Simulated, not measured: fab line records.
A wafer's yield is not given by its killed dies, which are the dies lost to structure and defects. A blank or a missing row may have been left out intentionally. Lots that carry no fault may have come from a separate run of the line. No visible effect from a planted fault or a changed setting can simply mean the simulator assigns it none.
Chamber matching :: flow n5_finfet :: N5_BEOL_M0_SAQP_STRIP_108 on rie_diel-06: 3 sister chambers
The step strips in N2/H2. 14 wafers are shown with their chamber, then 6 later ones without.

== WAFERS PAIRED WITH THEIR CHAMBERS ==
wafer: L078.3
chamber: 3
drypump_motor_current_A (A): 5.3
throttle_valve_pct (%): 18.7
showerhead_plenum_p_Torr (Torr): 3.16

wafer: L078.4
chamber: 2
drypump_motor_current_A (A): 5.9
throttle_valve_pct (%): 19.4
showerhead_plenum_p_Torr (Torr): 3.23

wafer: L078.6
chamber: 3
drypump_motor_current_A (A): 5.3
throttle_valve_pct (%): 18.7
showerhead_plenum_p_Torr (Torr): 3.16

wafer: L082.1
chamber: 1
drypump_motor_current_A (A): 6.0
throttle_valve_pct (%): 19.1
showerhead_plenum_p_Torr (Torr): 3.12

wafer: L082.4
chamber: 2
drypump_motor_current_A (A): 5.9
throttle_valve_pct (%): 19.4
showerhead_plenum_p_Torr (Torr): 3.23

wafer: L082.5
chamber: 1
drypump_motor_current_A (A): 6.0
throttle_valve_pct (%): 19.1
showerhead_plenum_p_Torr (Torr): 3.12

wafer: L087.3
chamber: 3
drypump_motor_current_A (A): 5.3
throttle_valve_pct (%): 18.3
showerhead_plenum_p_Torr (Torr): 3.57

wafer: L087.4
chamber: 1
drypump_motor_current_A (A): 6.0
throttle_valve_pct (%): 19.1
showerhead_plenum_p_Torr (Torr): 3.11

wafer: L087.6
chamber: 2
drypump_motor_current_A (A): 5.9
throttle_valve_pct (%): 19.4
showerhead_plenum_p_Torr (Torr): 3.22

wafer: L089.1
chamber: 2
drypump_motor_current_A (A): 5.9
throttle_valve_pct (%): 19.4
showerhead_plenum_p_Torr (Torr): 3.22

wafer: L089.2
chamber: 3
drypump_motor_current_A (A): 5.3
throttle_valve_pct (%): 18.3
showerhead_plenum_p_Torr (Torr): 3.56

wafer: L089.4
chamber: 1
drypump_motor_current_A (A): 5.9
throttle_valve_pct (%): 19.1
showerhead_plenum_p_Torr (Torr): 3.11

wafer: L091.1
chamber: 2
drypump_motor_current_A (A): 5.9
throttle_valve_pct (%): 19.4
showerhead_plenum_p_Torr (Torr): 3.22

wafer: L091.4
chamber: 3
drypump_motor_current_A (A): 5.3
throttle_valve_pct (%): 18.3
showerhead_plenum_p_Torr (Torr): 3.56

SIGNATURES (averages over the wafers above)
reading: drypump_motor_current_A
chamber 1: 5.975
chamber 2: 5.900
chamber 3: 5.300
scatter within a chamber: 0.0261

reading: throttle_valve_pct
chamber 1: 19.100
chamber 2: 19.400
chamber 3: 18.460
scatter within a chamber: 0.132

reading: showerhead_plenum_p_Torr
chamber 1: 3.1150
chamber 2: 3.2240
chamber 3: 3.4020
scatter within a chamber: 0.133
Rule: a wafer lies at a distance from a chamber equal to the root of the sum of squares, over the readings, of (its reading less the chamber's mean, divided by the reading's scatter). The wafer belongs to the nearest chamber; if the next one is less than 2 further off, it can't be placed. How the scatter is found: for the shown wafers, subtract from each reading the mean of its chamber, square and add these, divide the total by (wafers less chambers), then take the root.

== WAFERS MISSING THEIR CHAMBER ==
wafer: L091.6
drypump_motor_current_A (A): 6.0
throttle_valve_pct (%): 19.2
showerhead_plenum_p_Torr (Torr): 3.11

wafer: L093.4
drypump_motor_current_A (A): 6.0
throttle_valve_pct (%): 19.1
showerhead_plenum_p_Torr (Torr): 3.11

wafer: L093.6
drypump_motor_current_A (A): 5.9
throttle_valve_pct (%): 19.4
showerhead_plenum_p_Torr (Torr): 3.22

wafer: L097.1
drypump_motor_current_A (A): 5.9
throttle_valve_pct (%): 19.4
showerhead_plenum_p_Torr (Torr): 3.21

wafer: L097.4
drypump_motor_current_A (A): 5.3
throttle_valve_pct (%): 18.4
showerhead_plenum_p_Torr (Torr): 3.55

wafer: L097.6
drypump_motor_current_A (A): 6.0
throttle_valve_pct (%): 19.2
showerhead_plenum_p_Torr (Torr): 3.10

== CHAMBER TAKEN BY EACH ==
wafer: L091.6
from the rows above: 1
in truth: 1

wafer: L093.4
from the rows above: 1
in truth: 1

wafer: L093.6
from the rows above: 2
in truth: 2

wafer: L097.1
from the rows above: 2
in truth: 2

wafer: L097.4
from the rows above: 3
in truth: 3

wafer: L097.6
from the rows above: 1
in truth: 1
Correctly placed: 6 of 6. Number that these rows cannot place: 0. Wrongly placed: 0.
